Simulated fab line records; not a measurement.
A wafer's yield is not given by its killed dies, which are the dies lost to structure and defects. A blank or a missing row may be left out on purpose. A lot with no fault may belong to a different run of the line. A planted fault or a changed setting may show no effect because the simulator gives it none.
Chamber matching :: flow n5Finfet :: N5_BEOL_M3_ALD_84 on aldMetal-02: 4 sister chambers
The step deposits TaN, pulse time 2 s, purge time 3 s, co reactant purge time 2 s. 4 wafers are shown with their chamber, then 7 later ones without.

## WAFERS PAIRED WITH THEIR CHAMBERS
wafer: L081.3
chamber: 3
heaterPowerW (W): 430

wafer: L081.5
chamber: 2
heaterPowerW (W): 460

wafer: L083.1
chamber: 0
heaterPowerW (W): 432

wafer: L083.2
chamber: 1
heaterPowerW (W): 444

## WAFERS WITHOUT THEIR CHAMBER
wafer: L083.5
heaterPowerW (W): 453

wafer: L087.3
heaterPowerW (W): 445

wafer: L087.4
heaterPowerW (W): 431

wafer: L087.6
heaterPowerW (W): 455

wafer: L096.1
heaterPowerW (W): 450

wafer: L096.2
heaterPowerW (W): 423

wafer: L096.6
heaterPowerW (W): 452

## WHICH CHAMBER EACH ONE RAN IN
wafer: L083.5
from the rows above: can't be placed: 2 or 1
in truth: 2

wafer: L087.3
from the rows above: 1
in truth: 1

wafer: L087.4
from the rows above: can't be placed: 0 or 3
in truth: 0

wafer: L087.6
from the rows above: can't be placed: 2 or 1
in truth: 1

wafer: L096.1
from the rows above: can't be placed: 1 or 2
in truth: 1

wafer: L096.2
from the rows above: can't be placed: 3 or 0
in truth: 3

wafer: L096.6
from the rows above: can't be placed: 1 or 2
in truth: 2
Correctly placed: 1 of 7. Cannot be placed on the basis of these rows: 6; the candidates contain the true chamber in 6. Wrongly placed: 0.
How it was worked out, from the rows above alone: a wafer's distance from a chamber is the root of the sum, over the readings, of the square of ((its reading less the chamber's mean) divided by the reading's scatter). The wafer belongs to the nearest chamber; if the next one is less than 2 further off, it can't be placed. The mean given for a chamber averages the wafers shown for that chamber. The scatter (one wafer shown for each chamber): square how far every hidden wafer sits from the nearest shown wafer, average those squares and take the square root.
